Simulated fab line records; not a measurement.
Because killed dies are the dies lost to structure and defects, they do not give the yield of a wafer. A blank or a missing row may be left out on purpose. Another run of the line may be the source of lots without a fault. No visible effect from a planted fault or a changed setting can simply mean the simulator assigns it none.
fab line records | flow n5Finfet
record lots=6 | wafers=18 | lastDay=19
route steps=1938 shown BEOL_M15@1811 PASSIVATION@1936
lots untouched by any fault: they come from a run of this same line in which no faults occurred
startH: hours from the record's first day to the start of the lot's first wafer shown | waitH: hours elapsed since this lot's preceding step | " the same as in the row above | L1.1+2: a row that stands for several wafers | - no value, or no start was given | * or withheld: withheld | < > ~ a bound
route shown NAME@n: a module of which the file shows steps, and the number in the route of the first | usual: the fault-free wafers' mean and standard deviation | same: alike in all rows | chamber/n: place in a boat | sites: each site's reading | _std_site: the standard deviation of these | _edge_site: inner sites' mean taken away from outer sites' mean | radiusMm: how far each site lies from the wafer's centre | mask NAME#n: copy n | behind: the most recent tool/chamber to have shaped the wafer | hold: cause of the lot's hold/its duration in hours/its outcome | device: names the non-switching transistor (n, p or np) | end of line: tests run on the same wafers once the route is complete | a step given without rows: its recipe and nothing more | killed: not the wafer's yield, but the dies lost to structure and defects at the first sort | map: a wafer's dies, x killed, . not, _ none there
set.NAME: setting as actually run; set.NAME@STEP: the setting as run at that earlier step | model.NAME: the simulator's own value behind a step, which no gauge read
certain route steps with their lots: each step a table, each wafer a row
services: a tool's chamber out of use, with start hour (startH, from the record's first day; less than 0 if before it), hours out, and reason
## steps
# step N5_BEOL_M15_STRIP_36
# recipe chemistry=O2 | powerW=600 | tempC=60 | pressureMtorr=30 | rfFrequencyHz=6e+07 | biasPowerW=0 | overashFraction=0.3 | o2FlowSccm=225
# usual drypumpMotorCurrentA=5.6/0.43 | oesProductAu=0.78/0.085 | rfVppV=3.5/0.95 | showerheadPlenumPTorr=2.08/0.06 | throttleValvePct=16.69/0.23
lot.wafer | tool       | chamber | startH | waitH | drypumpMotorCurrentA | oesProductAu | rfHoursCounterH | rfVppV | showerheadPlenumPTorr | throttleValvePct
L704.3    | rieDiel-02 | 1       | 275.07 | 3.0   | 5.6                  | 0.82         | 75              | 2.8    | 2.02                  | 16.71
L704.4    | "          | 3       | "      | "     | 5.6                  | 0.89         | -               | 6.3    | 2.04                  | 16.35
L704.5    | "          | 2       | "      | "     | 6.0                  | 0.72         | -               | 3.3    | 2.09                  | 16.80
L707.2    | rieDiel-02 | 2       | 303.12 | 0.1   | 6.0                  | 0.72         | 196             | 2.7    | 2.09                  | 16.77
L707.4    | "          | 3       | "      | "     | 5.6                  | 0.86         | 34              | 2.9    | 2.03                  | 16.36
L707.6    | "          | 1       | "      | "     | 5.7                  | 0.81         | -               | 3.9    | 2.02                  | 16.69
L711.1    | rieDiel-02 | 2       | 339.24 | 2.3   | 6.0                  | 0.72         | 206             | 3.7    | 2.09                  | 16.83
L711.3    | "          | 3       | "      | "     | 5.6                  | 0.84         | 45              | 3.6    | 2.03                  | 16.42
L711.6    | "          | 0       | "      | "     | 5.1                  | 0.66         | -               | 2.8    | 2.16                  | 17.06
L714.2    | rieDiel-06 | 0       | 371.69 | 4.6   | 5.2                  | 0.74         | 166             | 4.6    | 2.01                  | 16.92
L714.3    | "          | 2       | "      | "     | 5.7                  | 0.70         | 232             | 3.3    | 2.15                  | 16.72
L714.6    | "          | 0       | "      | "     | 5.2                  | 0.73         | -               | 4.3    | 2.00                  | 16.97
L723.4    | rieDiel-02 | 1       | 417.69 | 2.4   | 5.7                  | 0.76         | -               | 4.7    | 2.01                  | 16.73
L723.5    | "          | 2       | "      | "     | 6.0                  | 0.69         | -               | 3.2    | 2.08                  | 16.84
L723.6    | "          | 3       | "      | "     | 5.6                  | 0.80         | -               | 4.0    | 2.02                  | 16.46
L726.2    | rieDiel-06 | 2       | 448.61 | 3.2   | 5.7                  | 0.98         | 0               | 5.1    | 2.14                  | 16.28
L726.4    | "          | 0       | "      | "     | 5.2                  | 0.73         | 195             | 4.2    | 2.00                  | 17.01
L726.6    | "          | 2       | "      | "     | 5.7                  | 0.98         | -               | 2.4    | 2.14                  | 16.29
# step N5_BEOL_M15_STRIP_62
# recipe chemistry=O2 | powerW=600 | tempC=60 | pressureMtorr=30 | rfFrequencyHz=6e+07 | biasPowerW=0 | overashFraction=0.3 | o2FlowSccm=225
# step N5_BEOL_M15_STRIP_37
# recipe chemistry=O2 | powerW=600 | tempC=60 | pressureMtorr=30 | rfFrequencyHz=6e+07 | biasPowerW=0 | overashFraction=0.3 | o2FlowSccm=225
# step N5_BEOL_M15_ETCH_38
# recipe chemistry=CF4/N2 | target=SiCN | targetDepthA=1064 | taperDeg=2 | timeS=120.5 | ionEnergyEv=150 | maskMaterial=SiO2 | pressureMtorr=40 | sourceW=430 | biasW=70 | Ar_flow_sccm=100 | cf4FlowSccm=60 | n2FlowSccm=60
# step N5_BEOL_M15_PRECLEAN_39
# recipe chemistry=residueRemover | timeS=60 | tempC=40
# step N5_BEOL_M15_SRD_40
# recipe timeS=30 | tempC=23 | rinseLiquid=diw | dry=n2Spin | spinRpm=1500 | dryTimeS=30
# step N5_BEOL_M15_DEGAS_41
# recipe ambient=vacuum | tempC=300 | timeS=60
# step N5_BEOL_M15_PRE_CLEAN_42
# recipe gas=H2/He | timeS=30 | tempC=300
# usual heaterPowerW=454/38
lot.wafer | tool          | chamber | startH | waitH | heaterPowerW
L704.3    | pvdSputter-01 | -       | 275.71 | 0.0   | 393
L704.4    | "             | -       | "      | "     | 483
L704.5    | "             | -       | "      | "     | 384
L707.2    | pvdSputter-03 | -       | 303.72 | 0.0   | 440
L707.4    | "             | -       | "      | "     | 412
L707.6    | "             | -       | "      | "     | 499
L711.1    | pvdSputter-03 | -       | 339.62 | 0.0   | 439
L711.3    | "             | -       | "      | "     | 486
L711.6    | "             | -       | "      | "     | 416
L714.2    | pvdSputter-03 | -       | 372.07 | 0.0   | 437
L714.3    | "             | -       | "      | "     | 487
L714.6    | "             | -       | "      | "     | 413
L723.4    | pvdSputter-03 | -       | 418.22 | 0.0   | 486
L723.5    | "             | -       | "      | "     | 487
L723.6    | "             | -       | "      | "     | 496
L726.2    | pvdSputter-03 | -       | 449.42 | 0.0   | 511
L726.4    | "             | -       | "      | "     | 426
L726.6    | "             | -       | "      | "     | 489
# step N5_BEOL_M15_SPUTTER_43
# recipe material=TaN | targetThkA=150 | tempC=50 | biasV=168.6 | powerW=15000 | chamberPressurePa=0.12 | timeS=24.19
# usual chamberPressurePa=0.11995/0.00025 | throttleValvePct=30.3/1.2
lot.wafer | tool          | chamber | startH | waitH | chamberPressurePa | throttleValvePct
L704.3    | pvdSputter-01 | -       | 275.75 | 0.0   | 0.11967           | 31.5
L704.4    | "             | -       | "      | "     | 0.12012           | 30.7
L704.5    | "             | -       | "      | "     | 0.11962           | 31.3
L707.2    | pvdSputter-03 | -       | 303.76 | 0.0   | 0.1203            | 30.7
L707.4    | "             | -       | "      | "     | 0.11999           | 28.9
L707.6    | "             | -       | "      | "     | 0.11946           | 30.4
L711.1    | pvdSputter-03 | -       | 339.66 | 0.0   | 0.11982           | 30.8
L711.3    | "             | -       | "      | "     | 0.11986           | 29.3
L711.6    | "             | -       | "      | "     | 0.11976           | 29.0
L714.2    | pvdSputter-03 | -       | 372.11 | 0.0   | 0.11985           | 30.5
L714.3    | "             | -       | "      | "     | 0.12023           | 29.0
L714.6    | "             | -       | "      | "     | 0.12025           | 29.1
L723.4    | pvdSputter-03 | -       | 418.26 | 0.0   | 0.11973           | 30.1
L723.5    | "             | -       | "      | "     | 0.11996           | 30.2
L723.6    | "             | -       | "      | "     | 0.12002           | 29.1
L726.2    | pvdSputter-03 | -       | 449.46 | 0.0   | 0.11995           | 30.1
L726.4    | "             | -       | "      | "     | 0.12016           | 31.1
L726.6    | "             | -       | "      | "     | 0.11962           | 29.1
# step N5_BEOL_M15_SPUTTER_44
# recipe material=Ta | targetThkA=150 | tempC=50 | biasV=80 | powerW=15000 | chamberPressurePa=0.07 | timeS=24.19
# step N5_BEOL_M15_SPUTTER_45
# recipe material=Cu | targetThkA=1000 | tempC=-20 | biasV=60 | powerW=26000 | chamberPressurePa=0.13 | timeS=16.67
# usual chamberPressurePa=0.13/0.00027 | throttleValvePct=30.3/1.2
lot.wafer | tool          | chamber | startH | waitH | chamberPressurePa | throttleValvePct
L704.3    | pvdSputter-01 | -       | 275.91 | 0.0   | 0.12943           | 31.6
L704.4    | "             | -       | "      | "     | 0.13018           | 30.7
L704.5    | "             | -       | "      | "     | 0.12981           | 31.6
L707.2    | pvdSputter-03 | -       | 303.92 | 0.0   | 0.13016           | 30.9
L707.4    | "             | -       | "      | "     | 0.12967           | 29.2
L707.6    | "             | -       | "      | "     | 0.12984           | 30.2
L711.1    | pvdSputter-03 | -       | 339.82 | 0.0   | 0.13017           | 30.7
L711.3    | "             | -       | "      | "     | 0.13023           | 29.3
L711.6    | "             | -       | "      | "     | 0.13007           | 29.0
L714.2    | pvdSputter-03 | -       | 372.27 | 0.0   | 0.13011           | 31.2
L714.3    | "             | -       | "      | "     | 0.12969           | 29.1
L714.6    | "             | -       | "      | "     | 0.13016           | 28.9
L723.4    | pvdSputter-03 | -       | 418.42 | 0.0   | 0.13008           | 30.2
L723.5    | "             | -       | "      | "     | 0.13024           | 30.4
L723.6    | "             | -       | "      | "     | 0.12993           | 29.6
L726.2    | pvdSputter-03 | -       | 449.62 | 0.0   | 0.13012           | 30.2
L726.4    | "             | -       | "      | "     | 0.13052           | 31.0
L726.6    | "             | -       | "      | "     | 0.12957           | 29.0
# step N5_BEOL_M15_ECD_47
# recipe material=Cu | targetThkA=18600
lot.wafer | tool     | chamber | startH | waitH | model.Cu_of_BEOL_M15_ECD_47.thkNm
L704.3    | ecdCu-01 | 0       | 276.10 | 0.2   | 1864
L704.4    | "        | 1       | "      | "     | 1863
L704.5    | "        | 1       | "      | "     | 1876
L707.2    | ecdCu-02 | 1       | 304.04 | 0.1   | 1852
L707.4    | "        | 1       | "      | "     | 1854
L707.6    | "        | 1       | "      | "     | 1851
L711.1    | ecdCu-01 | 1       | 339.94 | 0.1   | 1230
L711.3    | "        | 1       | "      | "     | 1218
L711.6    | "        | 0       | "      | "     | 1219
L714.2    | ecdCu-01 | 1       | 372.41 | 0.1   | 1208
L714.3    | "        | 1       | "      | "     | 1214
L714.6    | "        | 1       | "      | "     | 1194
L723.4    | ecdCu-02 | 1       | 418.61 | 0.2   | 1861
L723.5    | "        | 1       | "      | "     | 1842
L723.6    | "        | 0       | "      | "     | 1854
L726.2    | ecdCu-02 | 0       | 449.74 | 0.1   | 1853
L726.4    | "        | 0       | "      | "     | 1872
L726.6    | "        | 0       | "      | "     | 1866
# step N5_BEOL_M15_ANNEAL_48
# recipe tempC=225 | timeS=90 | ambient=N2
# usual wafer_temp_C_max=226.19/0.3
lot.wafer | tool         | chamber | startH | waitH | wafer_temp_C_max
L704.3    | rtpAnneal-02 | 0       | 276.36 | 0.2   | 227.12
L704.4    | "            | 0       | "      | "     | 225.98
L704.5    | "            | 0       | "      | "     | 226.04
L707.2    | rtpAnneal-02 | 0       | 305.01 | 0.9   | 226.51
L707.4    | "            | 0       | "      | "     | 226.03
L707.6    | "            | 0       | "      | "     | 226.18
L711.1    | rtpAnneal-02 | 0       | 340.18 | 0.2   | 226.22
L711.3    | "            | 0       | "      | "     | 226.10
L711.6    | "            | 0       | "      | "     | 226.00
L714.2    | rtpAnneal-01 | 0       | 373.40 | 0.9   | 226.26
L714.3    | "            | 0       | "      | "     | 225.98
L714.6    | "            | 0       | "      | "     | 226.08
L723.4    | rtpAnneal-01 | 0       | 419.48 | 0.8   | 226.34
L723.5    | "            | 0       | "      | "     | 226.48
L723.6    | "            | 0       | "      | "     | 226.60
L726.2    | rtpAnneal-01 | 0       | 450.02 | 0.2   | 225.61
L726.4    | "            | 0       | "      | "     | 225.94
L726.6    | "            | 0       | "      | "     | 226.36
# step N5_PASSIVATION_PROBE_49
# usual defectLimitedYield=91.0/1.5 | killed_at_M0_to_M3=35/11 | killed_at_M4_up=13/5 | killedAtContacts=12/5.9 | killedAtFrontEnd=42/13 | killedAtOther=3/3.2 | killedDies=106/18 | killedOpen=69/13 | killedShort=35/8.9 | sort_bin_5_function=5.2/0.95 | sort_bin_6_memory=3.3/0.71 | sort_bin_8_speed=0.00/0.016 | sortNPass=1074/18 | sortYieldPct=91.0/1.5
# same grossDies=1180 | killedAtBackSide=0 | sort_bin_4_leakage[%]=0
lot.wafer | tool      | chamber | startH | waitH | defectLimitedYield[%] | killed_at_M0_to_M3 | killed_at_M4_up | killedAtContacts | killedAtFrontEnd | killedAtOther | killedDies | killedOpen | killedShort | sort_bin_5_function[%] | sort_bin_6_memory[%] | sort_bin_8_speed[%] | sortNPass | sortYieldPct[%]
L711.1    | prober-01 | -       | 354.01 | 0.0   | 89.3                  | 40                 | 6               | 19               | 56               | 5             | 126        | 74         | 51          | 6.4                    | 4.0                  | 0                   | 1054      | 89.3
L711.3    | prober-01 | -       | 354.11 | 0.1   | 89.6                  | 29                 | 9               | 21               | 61               | 3             | 123        | 80         | 37          | 5.3                    | 4.0                  | 0                   | 1057      | 89.6
L711.6    | prober-01 | -       | 354.26 | 0.3   | 89.4                  | 42                 | 12              | 15               | 56               | 0             | 125        | 79         | 45          | 6.2                    | 3.9                  | 0                   | 1055      | 89.4
# killed by level:class
L711.1 STI_FIN_REVEAL:geometricParticle:open=22 MOL_CONTACT_COAG:geometricParticle:open=16 BEOL_M0_SAQP:geometricParticle:short=10 BEOL_M3:geometricParticle:open=7 FIN_SAQP:geometricParticle:open=6 FIN_SAQP:geometricParticle:short=5 STI_FIN_REVEAL:geometricParticle:short=5 BEOL_M1:geometricParticle:short=5
L711.3 STI_FIN_REVEAL:geometricParticle:open=27 MOL_CONTACT_COAG:geometricParticle:open=13 BEOL_M1:geometricParticle:open=9 MOL_CONTACT_COAG:geometricParticle:short=8 BEOL_M0_SAQP:geometricParticle:short=6 BEOL_M3:geometricParticle:open=6 HKMG_FIN:areaEtch=5 FIN_SAQP:geometricParticle:short=4
L711.6 STI_FIN_REVEAL:geometricParticle:open=18 FIN_SAQP:geometricParticle:short=15 MOL_CONTACT_COAG:geometricParticle:open=10 BEOL_M0_SAQP:geometricParticle:open=10 BEOL_M0_SAQP:geometricParticle:short=8 BEOL_M1:geometricParticle:open=7 BEOL_M0:geometricParticle:open=7 FIN_SAQP:geometricParticle:open=5
## services
tool          | chamber | startH | hours | kind
rieDiel-02    | -       | 257.56 | 0.3   | repair
pvdSputter-01 | -       | 264.67 | 2.1   | repair
rieDiel-02    | 0       | 271.01 | 5.8   | repair
rieDiel-06    | 1       | 271.31 | -     | clean
rieDiel-06    | 1       | 271.31 | -     | consumableReplace:focusRing
rieDiel-06    | 1       | 271.31 | 32.9  | scheduledDown
rieDiel-06    | 1       | 271.31 | 32.9  | ventCycle
rieDiel-06    | -       | 295.07 | 0.1   | repair
rieDiel-02    | 1       | 328.63 | 4.6   | repair
rieDiel-02    | 0       | 358.37 | 6.8   | repair
rieDiel-02    | -       | 370.37 | 2.8   | pm
rieDiel-06    | 3       | 406.45 | -     | clean
rieDiel-06    | 3       | 406.45 | -     | consumableReplace:focusRing
rieDiel-06    | 3       | 406.45 | 24.5  | scheduledDown
rieDiel-06    | 3       | 406.45 | 24.5  | ventCycle
rieDiel-06    | 1       | 410.30 | 9.1   | repair
rieDiel-02    | 0       | 413.90 | -     | clean
rieDiel-02    | 0       | 413.90 | -     | consumableReplace:focusRing
rieDiel-02    | 0       | 413.90 | 17.9  | scheduledDown
rieDiel-02    | 0       | 413.90 | 17.9  | ventCycle
ecdCu-02      | -       | 428.28 | 3.9   | repair
rieDiel-06    | 2       | 430.93 | -     | clean
rieDiel-06    | 2       | 430.93 | -     | consumableReplace:focusRing
ecdCu-02      | -       | 437.44 | 5.3   | repair
## key
firstSign none at tools or gauges
modelEffect step=N5_BEOL_M15_ECD_47 | value=Cu_of_BEOL_M15_ECD_47.thkNm | without=1841 | struck=1214
metAt N5_BEOL_M15_ECD_47
struckWafers L711.1,L711.3,L711.6,L714.2,L714.3,L714.6
onsetBetween 276.10 339.94
earlierFault kind=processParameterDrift | tool=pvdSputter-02 | chamber=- | onsetH=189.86 | steps=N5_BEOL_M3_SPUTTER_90 | channel=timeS | offset=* | shape=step | actsIn=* | stated=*
earlierFault kind=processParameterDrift | tool=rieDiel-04 | chamber=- | onsetH=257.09 | steps=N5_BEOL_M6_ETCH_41 | channel=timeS | offset=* | shape=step | actsIn=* | stated=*
fault kind=processParameterDrift | tool=ecdCu-01 | chamber=- | onsetH=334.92 | steps=N5_BEOL_M15_ECD_47 | channel=targetThkA | offset=* | shape=step | actsIn=* | stated=*
